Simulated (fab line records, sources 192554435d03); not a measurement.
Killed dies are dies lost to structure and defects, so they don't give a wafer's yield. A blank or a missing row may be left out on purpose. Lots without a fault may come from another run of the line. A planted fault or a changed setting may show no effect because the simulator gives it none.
fab line records | flow n5_finfet
record lots=24 wafers=72 last_day=18
route steps=1938 shown BEOL_M7@1281 BEOL_M8@1345 BEOL_M9@1419
lots that met no fault: from a run of the same line without faults
start_h: hours from the record's first day to the start of the lot's first wafer shown | wait_h: hours since the lot's step before | " the same as in the row above | L1.1+2: a row that stands for several wafers | - no value, or no start given | * or withheld: withheld | < > ~ a bound
route shown NAME@n: a module of which the file shows steps, and the number in the route of the first | usual: mean/standard deviation of fault-free wafers | same: alike in all rows | chamber/n: place in a boat | sites: the reading at each site | _std_site: their standard deviation | _edge_site: outer sites' mean less inner sites' | radius_mm: how far each site lies from the wafer's centre | mask NAME#n: copy n | behind: the tool/chamber that last shaped the wafer | hold: why the lot was held/for how many hours/how that ended | device: the transistor (n, p or np) that didn't switch | end of line: the same wafers' tests at the end of the route | a step without rows: its recipe alone | killed: dies lost to structure and defects at the first sort, not the wafer's yield | map: a wafer's dies, x killed, . not, _ none there
set.NAME: the setting as run; set.NAME@STEP: as run at that earlier step | model.NAME: the simulator's own value behind a step, which no gauge read
steps of the route over a sample of lots; a table a step, a row a wafer
services: from which hour (start_h, from the record's first day; less than 0 if before it) a tool's chamber was out of use, for how many hours, and why
## steps
# step N5_BEOL_M7_ETCH_62
# recipe chemistry=N2/H2 target=SOC target_depth_a=1100 overetch_a=220 mask_material=SiARC temp_c=40 time_s=165 ion_energy_ev=200 pressure_mtorr=30 source_w=840 bias_w=150 n2_flow_sccm=200 h2_flow_sccm=200
# usual drypump_motor_current_A=5.6/0.46 h2_flow_sccm=200.0/0.61 oes_product_au=0.68/0.078 rf_vpp_V=523.1/2.5 showerhead_plenum_p_Torr=2.51/0.085 throttle_valve_pct=17.69/0.25
# columns lot.wafer tool chamber start_h wait_h drypump_motor_current_A h2_flow_sccm oes_product_au rf_hours_counter_h rf_vpp_V showerhead_plenum_p_Torr throttle_valve_pct
L075.3 rie_diel-03 1 186.34 0.0 6.3 200.6 0.59 243 527.2 2.60 18.24
L075.4 " 3 " " 5.7 199.5 0.58 239 522.9 2.52 18.10
L075.6 " 0 " " 6.0 199.9 0.58 - 522.7 2.50 17.59
L074.2 rie_diel-03 2 201.35 0.0 5.0 200.4 0.79 10 525.6 2.61 17.47
L074.5 " 1 " " 6.3 200.1 0.59 - 526.0 2.60 18.26
L074.6 " 0 " " 6.1 199.3 0.57 - 522.3 2.49 17.58
L076.1 rie_diel-01 1 203.60 0.0 5.8 199.9 0.71 80 523.2 2.48 17.61
L076.3 " 0 " " 5.0 200.4 0.79 12 523.7 2.51 17.52
L076.5 " 1 " " 5.8 199.9 0.71 - 522.1 2.48 17.63
L077.1 rie_diel-04 3 204.02 0.0 5.2 199.6 0.59 211 521.5 2.42 17.68
L077.2 " 1 " " 5.7 200.2 0.63 146 517.5 2.33 17.54
L077.3 " 0 " " 5.8 200.2 0.58 247 523.8 2.50 18.20
L078.1 rie_diel-03 2 215.39 0.0 5.0 200.0 0.79 14 525.3 2.61 17.48
L078.5 " 0 " " 6.0 199.4 0.57 - 523.5 2.49 17.61
L078.6 " 3 " " 5.7 201.9 0.57 - 522.9 2.52 18.09
L079.3 rie_diel-04 2 217.05 0.0 6.2 199.8 0.73 57 525.6 2.58 17.34
L079.5 " 3 " " 5.2 200.7 0.58 - 521.3 2.41 17.68
L079.6 " 0 " " 5.8 199.7 0.59 - 522.0 2.50 18.20
L080.3 rie_diel-04 0 226.52 0.0 5.8 199.8 0.58 253 523.8 2.50 18.20
L080.4 " 3 " " 5.1 199.6 0.59 217 520.6 2.41 17.68
L080.6 " 3 " " 5.1 200.0 0.58 - 521.2 2.41 17.69
L081.3 rie_diel-01 2 230.23 0.0 5.2 199.4 0.65 148 521.3 2.44 17.72
L081.4 " 1 " " 5.8 199.7 0.71 88 522.6 2.48 17.62
L081.5 " 1 " " 5.8 200.6 0.70 - 522.2 2.48 17.61
L082.2 rie_diel-01 0 230.75 0.0 4.9 200.5 0.77 22 523.1 2.50 17.53
L082.3 " 2 " " 5.2 200.1 0.65 148 520.6 2.43 17.71
L082.6 " 1 " " 5.8 199.6 0.71 - 520.8 2.48 17.62
L083.2 rie_diel-04 3 236.21 0.0 5.2 200.2 0.59 221 520.8 2.41 17.70
L083.5 " 3 " " 5.2 199.4 0.58 - 520.2 2.41 17.70
L083.6 " 2 " " 6.2 200.0 0.72 - 524.9 2.57 17.36
L084.1 rie_diel-03 3 250.02 0.0 5.7 199.6 0.57 263 522.0 2.51 18.13
L084.3 " 2 " " 5.1 200.1 0.75 30 524.9 2.60 17.49
L084.5 " 3 " " 5.7 199.0 0.57 - 521.4 2.51 18.13
L085.1 rie_diel-03 3 255.89 0.0 5.7 200.2 0.57 265 522.4 2.51 18.14
L085.3 " 2 " " 5.0 199.7 0.74 32 526.0 2.60 17.49
L085.4 " 3 " " 5.7 199.5 0.57 - 521.8 2.51 18.13
L086.2 rie_diel-03 1 264.60 0.0 6.3 199.8 0.77 14 526.8 2.60 17.93
L086.4 " 1 " " 6.3 200.2 0.76 - 525.3 2.60 17.92
L086.5 " 2 " " 5.1 200.0 0.75 - 526.1 2.60 17.51
L087.1 rie_diel-01 1 285.71 0.0 5.8 199.9 0.69 109 522.3 2.47 17.66
L087.4 " 3 " " 5.6 199.8 0.63 187 526.8 2.64 17.79
L087.5 " 0 " " 5.0 200.6 0.75 - 524.6 2.50 17.55
L089.1 rie_diel-03 1 289.57 0.0 6.3 199.7 0.75 23 524.6 2.59 17.94
L089.4 " 3 " " 5.7 201.4 0.81 3 521.5 2.51 17.74
L089.6 " 2 " " 5.0 199.0 0.73 - 525.7 2.60 17.54
L088.2 rie_diel-01 0 289.79 0.0 5.0 201.1 0.75 36 520.6 2.50 17.57
L088.5 " 3 " " 5.6 199.1 0.62 - 527.1 2.64 17.81
L088.6 " 0 " " 4.9 200.7 0.74 - 521.6 2.50 17.55
L090.2 rie_diel-03 1 295.26 0.0 6.3 201.0 0.74 24 525.4 2.59 17.95
L090.4 " 0 " " 6.0 199.8 0.80 12 523.7 2.48 17.25
L090.5 " 2 " " 5.0 200.0 0.74 - 525.1 2.59 17.53
L091.2 rie_diel-01 0 298.12 0.0 4.9 199.5 0.74 39 521.5 2.50 17.57
L091.5 " 2 " " 5.2 200.5 0.64 - 520.8 2.42 17.76
L091.6 " 1 " " 5.8 199.5 0.69 - 521.7 2.47 17.67
L093.1 rie_diel-04 2 308.21 0.0 6.2 201.4 0.70 87 524.2 2.56 17.41
L093.2 " 3 " " 5.2 199.3 0.57 243 519.7 2.40 17.72
L093.6 " 1 " " 5.7 199.0 0.61 - 518.0 2.32 17.60
L094.1 rie_diel-04 1 312.57 0.0 5.7 199.7 0.62 181 518.3 2.32 17.61
L094.4 " 2 " " 6.2 199.1 0.70 89 524.6 2.56 17.42
L094.5 " 2 " " 6.2 200.3 0.70 - 525.6 2.56 17.40
L092.4 rie_diel-03 3 312.70 0.0 5.7 200.6 0.79 9 522.2 2.51 17.75
L092.5 " 0 " " 6.0 201.0 0.78 - 521.3 2.48 17.25
L092.6 " 1 " " 6.3 200.3 0.73 - 525.6 2.59 17.95
L095.1 rie_diel-03 1 320.34 0.0 6.3 201.1 0.73 31 523.9 2.59 17.93
L095.3 " 0 " " 6.0 200.7 0.77 18 522.6 2.48 17.25
L095.4 " 2 " " 5.0 200.3 0.72 53 524.1 2.59 17.55
L096.3 rie_diel-01 2 329.32 0.0 5.2 200.8 0.63 182 519.9 2.42 17.79
L096.4 " 0 " " 5.0 199.4 0.73 48 522.5 2.49 17.60
L096.6 " 0 " " 5.0 199.4 0.73 - 522.4 2.49 17.57
L097.2 rie_diel-04 1 332.06 0.0 5.7 199.9 0.62 187 516.5 2.32 17.62
L097.3 " 0 " " 5.8 198.8 0.77 20 522.9 2.49 17.81
L097.5 " 2 " " 6.2 198.8 0.69 - 525.1 2.56 17.41
# step N5_BEOL_M8_CD_MEAS_11
# recipe target_cd_nm=38.5 landing_energy_ev=500 detector=se_inlens polarity=opening
# usual cd_nm=38.6/0.42
# columns lot.wafer tool chamber start_h wait_h cd_nm
L075.3 cd_sem-03 0 195.46 - 38.7
L075.4 " 0 " " 38.8
L075.6 " 0 " " 38.6
L074.2 cd_sem-01 0 209.76 - 38.7
L074.5 " 0 " " 38.4
L074.6 " 0 " " 38.3
L076.1 cd_sem-02 0 210.16 - 38.1
L076.3 " 0 " " 38.6
L076.5 " 0 " " 38.6
L077.1 cd_sem-02 0 210.20 - 39.3
L077.2 " 0 " " 38.8
L077.3 " 0 " " 38.9
L079.3 cd_sem-02 0 225.77 - 38.9
L079.5 " 0 " " 38.4
L079.6 " 0 " " 39.1
L078.1 cd_sem-02 0 226.10 - 39.6
L078.5 " 0 " " 39.2
L078.6 " 0 " " 39.1
L080.3 cd_sem-03 0 232.48 - 39.0
L080.4 " 0 " " 38.0
L080.6 " 0 " " 38.5
L081.3 cd_sem-03 0 236.07 - 37.3
L081.4 " 0 " " 38.2
L081.5 " 0 " " 37.8
L082.2 cd_sem-03 0 238.90 - 38.9
L082.3 " 0 " " 38.4
L082.6 " 0 " " 38.6
L083.2 cd_sem-01 0 243.61 - 38.4
L083.5 " 0 " " 38.8
L083.6 " 0 " " 39.2
L084.1 cd_sem-03 0 259.22 - 38.5
L084.3 " 0 " " 38.6
L084.5 " 0 " " 38.9
L085.1 cd_sem-03 0 264.50 - 38.7
L085.3 " 0 " " 38.9
L085.4 " 0 " " 39.3
L086.2 cd_sem-01 0 273.67 - 38.4
L086.4 " 0 " " 37.8
L086.5 " 0 " " 38.0
L087.1 cd_sem-01 0 292.69 - 38.1
L087.4 " 0 " " 38.7
L087.5 " 0 " " 38.6
L089.1 cd_sem-02 0 295.08 - 38.1
L089.4 " 0 " " 37.8
L089.6 " 0 " " 39.2
L088.2 cd_sem-01 0 298.28 - 38.8
L088.5 " 0 " " 38.2
L088.6 " 0 " " 39.0
L090.2 cd_sem-02 0 302.90 - 39.1
L090.4 " 0 " " 38.7
L090.5 " 0 " " 39.2
L091.2 cd_sem-01 0 307.53 - 39.1
L091.5 " 0 " " 38.5
L091.6 " 0 " " 38.8
L093.1 cd_sem-02 0 315.77 - 38.5
L093.2 " 0 " " 38.6
L093.6 " 0 " " 39.3
L094.1 cd_sem-01 0 320.06 - 38.6
L094.4 " 0 " " 39.0
L094.5 " 0 " " 38.1
L092.4 cd_sem-02 0 320.35 - 38.3
L092.5 " 0 " " 38.0
L092.6 " 0 " " 38.5
L095.1 cd_sem-01 0 329.34 - 38.5
L095.3 " 0 " " 38.8
L095.4 " 0 " " 39.3
L096.3 cd_sem-03 0 336.74 - 38.8
L096.4 " 0 " " 38.9
L096.6 " 0 " " 39.1
L097.2 cd_sem-01 0 338.63 - 38.6
L097.3 " 0 " " 38.6
L097.5 " 0 " " 38.7
# step N5_BEOL_M8_INSPECT_30
# recipe mode=adi inspect_instrument=brightfield
# usual raw_defect_count=415/90
# columns lot.wafer tool chamber start_h wait_h raw_defect_count
L075.3 defect_inspect-02 - 197.32 0.0 465
L075.4 " - " " 429
L075.6 " - " " 403
L077.1 defect_inspect-01 - 212.83 0.1 398
L077.2 " - " " 411
L077.3 " - " " 287
L074.2 defect_inspect-02 - 212.98 0.0 309
L074.5 " - " " 498
L074.6 " - " " 403
L076.1 defect_inspect-02 - 213.24 0.1 505
L076.3 " - " " 576
L076.5 " - " " 523
L079.3 defect_inspect-01 - 227.25 0.1 502
L079.5 " - " " 421
L079.6 " - " " 420
L078.1 defect_inspect-01 - 227.74 0.1 307
L078.5 " - " " 247
L078.6 " - " " 328
L080.3 defect_inspect-02 - 233.51 0.0 651
L080.4 " - " " 518
L080.6 " - " " 574
L081.3 defect_inspect-02 - 238.78 0.0 488
L081.4 " - " " 436
L081.5 " - " " 400
L082.2 defect_inspect-01 - 240.51 0.0 507
L082.3 " - " " 393
L082.6 " - " " 349
L083.2 defect_inspect-02 - 244.86 0.0 355
L083.5 " - " " 349
L083.6 " - " " 442
L084.1 defect_inspect-01 - 260.31 0.1 404
L084.3 " - " " 433
L084.5 " - " " 518
L085.1 defect_inspect-01 - 267.15 0.1 430
L085.3 " - " " 377
L085.4 " - " " 407
L086.2 defect_inspect-01 - 274.99 0.0 366
L086.4 " - " " 366
L086.5 " - " " 359
L087.1 defect_inspect-01 - 293.80 0.1 253
L087.4 " - " " 315
L087.5 " - " " 453
L089.1 defect_inspect-02 - 296.95 0.1 449
L089.4 " - " " 386
L089.6 " - " " 471
L088.2 defect_inspect-02 - 299.47 0.0 326
L088.5 " - " " 355
L088.6 " - " " 278
L090.2 defect_inspect-02 - 306.73 0.0 487
L090.4 " - " " 462
L090.5 " - " " 331
L091.2 defect_inspect-01 - 308.75 0.0 371
L091.5 " - " " 415
L091.6 " - " " 309
L093.1 defect_inspect-01 - 319.03 0.1 414
L093.2 " - " " 415
L093.6 " - " " 370
L094.1 defect_inspect-01 - 322.91 0.1 351
L094.4 " - " " 264
L094.5 " - " " 322
L092.4 defect_inspect-01 - 323.08 0.0 345
L092.5 " - " " 216
L092.6 " - " " 397
L095.1 defect_inspect-01 - 330.52 0.1 404
L095.3 " - " " 403
L095.4 " - " " 354
L096.3 defect_inspect-02 - 337.97 0.0 460
L096.4 " - " " 530
L096.6 " - " " 522
L097.2 defect_inspect-02 - 340.96 0.0 369
L097.3 " - " " 374
L097.5 " - " " 626
# step N5_BEOL_M8_THK_MEAS_53
# recipe thk_meas_gauge=xrf reads=Cu_of_BEOL_M8_ECD_50
# usual M8_THK=77.5/2.3
# columns lot.wafer tool chamber start_h wait_h M8_THK[nm]
L075.3 film_metro-01 - 200.60 - 75.3
L075.4 " - " " 75.3
L075.6 " - " " 72.2
L077.1 film_metro-01 - 216.12 - 76.7
L077.2 " - " " 77.5
L077.3 " - " " 73.0
L074.2 film_metro-02 - 216.87 - 75.9
L074.5 " - " " 74.2
L074.6 " - " " 81.0
L076.1 film_metro-02 - 217.35 - 77.9
L076.3 " - " " 80.1
L076.5 " - " " 78.4
L079.3 film_metro-01 - 230.13 - 78.9
L079.5 " - " " 75.9
L079.6 " - " " 80.6
L078.1 film_metro-01 - 230.57 - 80.4
L078.5 " - " " 75.1
L078.6 " - " " 76.5
L080.3 film_metro-02 - 237.14 - 77.7
L080.4 " - " " 80.6
L080.6 " - " " 78.6
L081.3 film_metro-02 - 242.27 - 75.3
L081.4 " - " " 76.1
L081.5 " - " " 79.3
L082.2 film_metro-02 - 243.32 - 79.6
L082.3 " - " " 80.6
L082.6 " - " " 75.8
L083.2 film_metro-02 - 247.85 - 78.0
L083.5 " - " " 79.9
L083.6 " - " " 78.0
L084.1 film_metro-01 - 263.58 - 81.9
L084.3 " - " " 75.9
L084.5 " - " " 78.9
L085.1 film_metro-02 - 270.36 - 77.1
L085.3 " - " " 76.8
L085.4 " - " " 76.5
L086.2 film_metro-01 - 278.60 - 77.8
L086.4 " - " " 77.3
L086.5 " - " " 79.1
L087.1 film_metro-01 - 296.25 - 75.5
L087.4 " - " " 75.9
L087.5 " - " " 74.6
L089.1 film_metro-01 - 300.21 - 79.6
L089.4 " - " " 75.3
L089.6 " - " " 81.7
L088.2 film_metro-01 - 302.34 - 78.3
L088.5 " - " " 73.7
L088.6 " - " " 76.7
L090.2 film_metro-01 - 310.28 - 80.2
L090.4 " - " " 80.8
L090.5 " - " " 80.8
L091.2 film_metro-01 - 312.42 - 79.7
L091.5 " - " " 78.4
L091.6 " - " " 79.5
L093.1 film_metro-01 - 321.88 - 79.9
L093.2 " - " " 81.6
L093.6 " - " " 82.4
L094.1 film_metro-02 - 326.40 0.1 75.6
L094.4 " - " " 76.3
L094.5 " - " " 75.3
L092.4 film_metro-01 - 326.99 - 74.7
L092.5 " - " " 75.7
L092.6 " - " " 76.2
L095.1 film_metro-01 - 333.42 - 77.3
L095.3 " - " " 76.5
L095.4 " - " " 75.2
L096.3 film_metro-02 - 342.17 - 79.3
L096.4 " - " " 75.8
L096.6 " - " " 78.3
L097.2 film_metro-02 - 345.91 - 80.1
L097.3 " - " " 81.7
L097.5 " - " " 81.2
# step N5_BEOL_M9_ETCH_62
# recipe chemistry=N2/H2 target=SOC target_depth_a=1100 overetch_a=220 mask_material=SiARC temp_c=40 time_s=165 ion_energy_ev=200 pressure_mtorr=30 source_w=840 bias_w=150 n2_flow_sccm=200 h2_flow_sccm=200
# usual drypump_motor_current_A=5.6/0.43 h2_flow_sccm=200.0/0.63 oes_product_au=0.68/0.078 rf_vpp_V=522.7/2.4 showerhead_plenum_p_Torr=2.51/0.085 throttle_valve_pct=17.69/0.21
# columns lot.wafer tool chamber start_h wait_h drypump_motor_current_A h2_flow_sccm oes_product_au rf_hours_counter_h rf_vpp_V showerhead_plenum_p_Torr throttle_valve_pct
L075.3 rie_diel-03 3 202.26 0.0 5.7 199.6 0.58 243 524.1 2.52 18.10
L075.4 " 2 " " 5.0 198.2 0.80 10 525.3 2.61 17.45
L075.6 " 0 " " 6.0 200.1 0.57 - 523.4 2.49 17.61
L077.1 rie_diel-01 2 217.67 0.0 5.2 200.9 0.66 143 521.4 2.44 17.71
L077.2 " 1 " " 5.8 199.4 0.71 84 521.5 2.48 17.62
L077.3 " 0 " " 4.9 201.4 0.77 17 522.6 2.51 17.52
L074.2 rie_diel-03 0 220.33 0.0 6.1 198.6 0.57 250 521.2 2.49 17.60
L074.5 " 3 " " 5.7 200.6 0.57 - 522.9 2.52 18.10
L074.6 " 2 " " 5.0 199.9 0.78 - 526.5 2.61 17.45
L076.1 rie_diel-03 3 221.17 0.0 5.7 199.9 0.57 249 523.5 2.52 18.10
L076.3 " 0 " " 6.0 200.4 0.57 251 521.8 2.49 17.63
L076.5 " 0 " " 6.1 201.7 0.57 - 521.7 2.49 17.63
L079.3 rie_diel-04 2 231.87 0.0 6.2 199.2 0.72 62 523.2 2.57 17.34
L079.5 " 1 " " 5.7 199.6 0.63 - 517.4 2.33 17.56
L079.6 " 2 " " 6.2 199.2 0.73 - 524.7 2.57 17.36
L078.1 rie_diel-03 2 233.24 0.0 5.0 200.7 0.76 22 524.3 2.61 17.47
L078.5 " 2 " " 5.0 200.3 0.76 - 525.3 2.61 17.47
L078.6 " 0 " " 6.0 200.2 0.57 - 522.6 2.49 17.62
L080.3 rie_diel-03 3 239.99 0.0 5.7 200.1 0.57 257 522.4 2.51 18.13
L080.4 " 2 " " 5.0 200.0 0.76 - 524.1 2.60 17.50
L080.6 " 3 " " 5.7 200.1 0.57 - 523.7 2.51 18.12
L081.3 rie_diel-01 3 244.71 0.0 5.6 200.1 0.63 173 526.7 2.65 17.76
L081.4 " 1 " " 5.7 200.3 0.70 94 522.2 2.47 17.64
L081.5 " 1 " " 5.8 199.7 0.71 - 521.7 2.48 17.64
L082.2 rie_diel-01 1 246.13 0.0 5.8 199.8 0.71 95 521.5 2.47 17.62
L082.3 " 0 " " 4.9 199.3 0.77 24 523.3 2.50 17.54
L082.6 " 3 " " 5.6 199.2 0.64 - 525.9 2.65 17.76
L083.2 rie_diel-03 3 250.27 0.0 5.7 199.6 0.56 263 522.1 2.51 18.13
L083.5 " 1 " " 6.3 200.5 0.78 - 525.9 2.60 17.90
L083.6 " 3 " " 5.7 199.4 0.57 - 522.1 2.51 18.14
L084.1 rie_diel-04 0 266.05 0.0 5.8 200.2 0.82 1 522.7 2.50 17.79
L084.3 " 1 " " 5.7 200.5 0.62 167 518.1 2.32 17.59
L084.5 " 0 " " 5.8 199.5 0.82 - 523.4 2.50 17.79
L085.1 rie_diel-03 2 273.49 0.0 5.0 200.0 0.73 40 524.1 2.60 17.50
L085.3 " 1 " " 6.3 201.2 0.75 18 526.7 2.59 17.92
L085.4 " 2 " " 5.1 199.9 0.73 - 525.9 2.60 17.53
L086.2 rie_diel-04 1 281.40 0.0 5.7 200.1 0.63 171 517.2 2.32 17.59
L086.4 " 2 " " 6.2 200.2 0.71 79 524.1 2.57 17.39
L086.5 " 0 " " 5.8 200.6 0.79 - 523.2 2.50 17.81
L087.1 rie_diel-03 0 298.76 0.0 6.1 198.9 0.79 12 521.6 2.48 17.23
L087.4 " 1 " " 6.3 199.9 0.74 25 525.1 2.59 17.93
L087.5 " 0 " " 6.1 199.7 0.78 - 522.0 2.48 17.25
L089.1 rie_diel-01 3 303.06 0.0 5.6 199.1 0.62 192 526.0 2.64 17.80
L089.4 " 0 " " 4.9 200.4 0.75 40 522.4 2.50 17.57
L089.6 " 2 " " 5.2 199.7 0.64 - 520.9 2.42 17.77
L088.2 rie_diel-04 2 304.57 0.0 6.2 199.1 0.71 86 523.1 2.56 17.40
L088.5 " 1 " " 5.7 199.8 0.62 - 517.4 2.32 17.61
L088.6 " 2 " " 6.2 200.4 0.70 - 524.1 2.56 17.41
L090.2 rie_diel-03 2 312.09 0.0 5.1 199.9 0.73 51 524.0 2.59 17.51
L090.4 " 1 " " 6.3 199.7 0.73 29 525.8 2.59 17.94
L090.5 " 1 " " 6.3 199.8 0.74 - 525.5 2.59 17.95
L091.2 rie_diel-01 3 315.74 0.0 5.6 200.3 0.61 196 525.3 2.64 17.80
L091.5 " 0 " " 5.0 198.9 0.74 - 521.5 2.50 17.56
L091.6 " 1 " " 5.8 199.8 0.68 - 521.6 2.47 17.66
L093.1 rie_diel-01 1 324.05 0.0 5.8 200.4 0.68 118 521.6 2.47 17.68
L093.2 " 0 " " 5.0 199.1 0.74 46 520.5 2.49 17.59
L093.6 " 1 " " 5.8 200.8 0.67 - 520.8 2.47 17.67
L094.1 rie_diel-01 3 329.57 0.0 5.6 200.1 0.62 200 527.5 2.64 17.81
L094.4 " 1 " " 5.7 199.5 0.68 119 521.0 2.46 17.68
L094.5 " 2 " " 5.2 200.7 0.63 - 521.2 2.42 17.78
L092.4 rie_diel-04 3 329.82 0.0 5.2 200.3 0.57 249 519.1 2.40 17.75
L092.5 " 0 " " 5.8 200.3 0.77 - 522.6 2.49 17.82
L092.6 " 1 " " 5.7 199.8 0.61 - 517.8 2.32 17.64
L095.1 rie_diel-01 2 336.45 0.0 5.2 199.1 0.63 184 522.2 2.42 17.78
L095.3 " 3 " " 5.6 200.6 0.61 202 525.1 2.64 17.82
L095.4 " 0 " " 4.9 199.8 0.73 50 522.4 2.49 17.59
L096.3 rie_diel-04 2 346.19 0.0 6.2 200.9 0.69 100 525.7 2.56 17.43
L096.4 " 2 " " 6.2 199.7 0.69 - 525.2 2.56 17.42
L096.6 " 1 " " 5.7 200.4 0.61 - 515.6 2.31 17.64
L097.2 rie_diel-01 0 348.09 0.0 5.0 200.3 0.72 54 522.7 2.49 17.60
L097.3 " 1 " " 5.8 200.0 0.68 125 519.9 2.46 17.69
L097.5 " 2 " " 5.2 200.3 0.63 - 520.1 2.42 17.78
# step N5_BEOL_M9_TRENCH_ETCH_37
# recipe chemistry=C4F6/O2 target_depth_a=1514.3 target=SiCOH_lowk time_s=49 ion_energy_ev=250 pressure_mtorr=30 source_w=345 bias_w=185 Ar_flow_sccm=300 C4F6_flow_sccm=10 O2_flow_sccm=10
# usual drypump_motor_current_A=5.7/0.42 oes_o_777_au=0.80/0.088 oes_product_au=0.81/0.098 rf_vpp_V=663/14 showerhead_plenum_p_Torr=2.79/0.1 throttle_valve_pct=20.74/0.2
# columns lot.wafer tool chamber start_h wait_h drypump_motor_current_A oes_o_777_au oes_product_au rf_hours_counter_h rf_vpp_V showerhead_plenum_p_Torr throttle_valve_pct
L075.3 rie_diel-03 0 - - 6.1 0.68 0.67 245 653 2.79 20.63
L075.4 " 3 " " 5.7 0.69 0.67 243 646 2.82 21.11
L075.6 " 1 " " 6.3 0.70 0.69 - 675 2.92 21.32
L077.1 rie_diel-04 0 - - 5.8 0.70 0.69 251 664 2.78 21.10
L077.2 " 3 " " 5.2 0.71 0.68 214 652 2.72 20.84
L077.3 " 2 " " 6.2 0.84 0.85 58 672 2.91 20.58
L074.2 rie_diel-03 0 - - 6.1 0.68 0.66 251 654 2.78 20.64
L074.5 " 0 " " 6.0 0.69 0.67 - 652 2.78 20.63
L074.6 " 2 " " 5.0 0.89 0.93 - 692 2.88 20.48
L076.1 rie_diel-03 0 - - 6.0 0.67 0.67 251 653 2.78 20.64
L076.3 " 2 " " 5.0 0.88 0.93 17 691 2.88 20.48
L076.5 " 2 " " 5.0 0.89 0.93 - 692 2.88 20.48
L079.3 rie_diel-04 1 - - 5.6 0.75 0.74 156 652 2.62 20.67
L079.5 " 2 " " 6.2 0.83 0.84 - 670 2.91 20.60
L079.6 " 3 " " 5.2 0.71 0.68 - 653 2.71 20.86
L078.1 rie_diel-04 1 - - 5.7 0.75 0.75 157 652 2.62 20.67
L078.5 " 1 " " 5.7 0.76 0.74 - 653 2.62 20.68
L078.6 " 3 " " 5.2 0.71 0.69 - 651 2.71 20.85
L080.3 rie_diel-03 1 - - 6.3 0.95 0.96 3 673 2.92 21.04
L080.4 " 3 " " 5.7 0.68 0.66 - 646 2.81 21.11
L080.6 " 1 " " 6.3 0.95 0.95 - 675 2.92 21.05
L081.3 rie_diel-04 1 - - 5.7 0.75 0.74 160 652 2.62 20.69
L081.4 " 3 " " 5.2 0.71 0.69 - 651 2.71 20.86
L081.5 " 2 " " 6.2 0.82 0.85 - 671 2.91 20.59
L082.2 rie_diel-04 2 - - 6.2 0.83 0.84 69 671 2.91 20.59
L082.3 " 3 " " 5.2 0.70 0.68 225 652 2.71 20.87
L082.6 " 3 " " 5.2 0.71 0.69 - 650 2.71 20.88
L083.2 rie_diel-01 1 - - 5.8 0.85 0.83 97 646 2.77 20.71
L083.5 " 2 " " 5.2 0.78 0.76 - 671 2.74 20.86
L083.6 " 1 " " 5.8 0.84 0.82 - 645 2.77 20.74
L084.1 rie_diel-01 2 - - 5.2 0.77 0.76 162 671 2.73 20.85
L084.3 " 1 " " 5.8 0.84 0.81 103 646 2.77 20.73
L084.5 " 2 " " 5.2 0.76 0.76 - 669 2.73 20.86
L085.1 rie_diel-03 2 - - 5.0 0.84 0.87 41 692 2.87 20.54
L085.3 " 0 " " 6.0 0.96 0.97 6 653 2.78 20.32
L085.4 " 1 " " 6.3 0.89 0.90 - 676 2.91 21.06
L086.2 rie_diel-03 0 - - 6.0 0.96 0.97 8 653 2.78 20.36
L086.4 " 2 " " 5.0 0.83 0.88 43 691 2.87 20.53
L086.5 " 1 " " 6.3 0.89 0.90 - 674 2.91 21.07
L087.1 rie_diel-04 2 - - 6.2 0.80 0.82 84 670 2.90 20.61
L087.4 " 0 " " 5.8 0.94 0.94 10 662 2.77 20.78
L087.5 " 2 " " 6.2 0.81 0.82 - 670 2.90 20.63
L089.1 rie_diel-04 3 - - 5.2 0.70 0.68 243 652 2.70 20.89
L089.4 " 2 " " 6.2 0.81 0.83 87 670 2.90 20.62
L089.6 " 1 " " 5.7 0.74 0.73 - 652 2.61 20.70
L088.2 rie_diel-03 0 - - 6.1 0.93 0.95 14 653 2.77 20.34
L088.5 " 2 " " 5.0 0.82 0.86 - 692 2.87 20.54
L088.6 " 3 " " 5.7 0.95 0.94 - 646 2.80 20.82
L090.2 rie_diel-04 3 - - 5.2 0.69 0.66 245 651 2.70 20.89
L090.4 " 0 " " 5.8 0.94 0.93 14 664 2.77 20.77
L090.5 " 1 " " 5.7 0.73 0.72 - 650 2.61 20.72
L091.2 rie_diel-04 0 - - 5.8 0.94 0.93 15 663 2.77 20.77
L091.5 " 3 " " 5.1 0.70 0.67 - 652 2.70 20.90
L091.6 " 2 " " 6.2 0.81 0.81 - 671 2.90 20.63
L093.1 rie_diel-03 0 - - 6.0 0.92 0.93 19 652 2.77 20.36
L093.2 " 3 " " 5.7 0.93 0.93 12 645 2.80 20.81
L093.6 " 2 " " 5.0 0.82 0.86 - 689 2.87 20.56
L094.1 rie_diel-04 1 - - 5.7 0.73 0.72 186 651 2.61 20.73
L094.4 " 0 " " 5.8 0.92 0.92 - 663 2.77 20.79
L094.5 " 1 " " 5.7 0.73 0.72 - 652 2.61 20.72
L092.4 rie_diel-04 1 - - 5.7 0.73 0.73 - 651 2.61 20.72
L092.5 " 0 " " 5.8 0.92 0.93 - 663 2.77 20.79
L092.6 " 2 " " 6.2 0.80 0.82 - 669 2.89 20.63
L095.1 rie_diel-04 0 - - 5.8 0.91 0.91 22 664 2.77 20.78
L095.3 " 1 " " 5.7 0.73 0.72 189 651 2.60 20.74
L095.4 " 1 " " 5.7 0.73 0.73 - 650 2.60 20.73
L096.3 rie_diel-03 1 - - 6.3 0.86 0.87 38 674 2.90 21.09
L096.4 " 2 " " 5.0 0.81 0.85 61 692 2.87 20.56
L096.6 " 2 " " 5.0 0.81 0.86 - 690 2.86 20.56
L097.2 rie_diel-04 2 - - 6.2 0.79 0.81 102 671 2.89 20.65
L097.3 " 1 " " 5.7 0.73 0.72 194 652 2.60 20.72
L097.5 " 0 " " 5.8 0.91 0.90 - 664 2.77 20.79
## services
# columns tool chamber start_h hours kind
rie_diel-01 1 186.61 6.5 repair
rie_diel-04 3 198.65 1.7 repair
rie_diel-03 1 213.86 - clean
rie_diel-03 1 213.86 - consumable_replace:focus_ring
rie_diel-03 1 213.86 20.2 scheduled_down
rie_diel-03 1 213.86 20.2 vent_cycle
rie_diel-01 1 218.33 2.2 repair
rie_diel-03 0 234.11 - clean
rie_diel-03 0 234.11 - consumable_replace:focus_ring
rie_diel-03 0 234.11 26.9 scheduled_down
rie_diel-03 0 234.11 26.9 vent_cycle
rie_diel-04 0 235.68 - clean
rie_diel-04 0 235.68 - consumable_replace:focus_ring
rie_diel-04 0 235.68 26.3 scheduled_down
rie_diel-04 - 237.68 2.8 pm
rie_diel-01 0 254.85 1.3 repair
rie_diel-03 3 261.00 - clean
rie_diel-03 3 261.00 - consumable_replace:focus_ring
rie_diel-03 3 261.00 17.3 scheduled_down
rie_diel-03 3 261.00 17.3 vent_cycle
rie_diel-01 0 269.55 3.6 repair
rie_diel-04 - 288.48 2.1 repair
rie_diel-01 1 305.80 8.6 repair
rie_diel-03 1 336.61 1.6 repair
## key
fault none
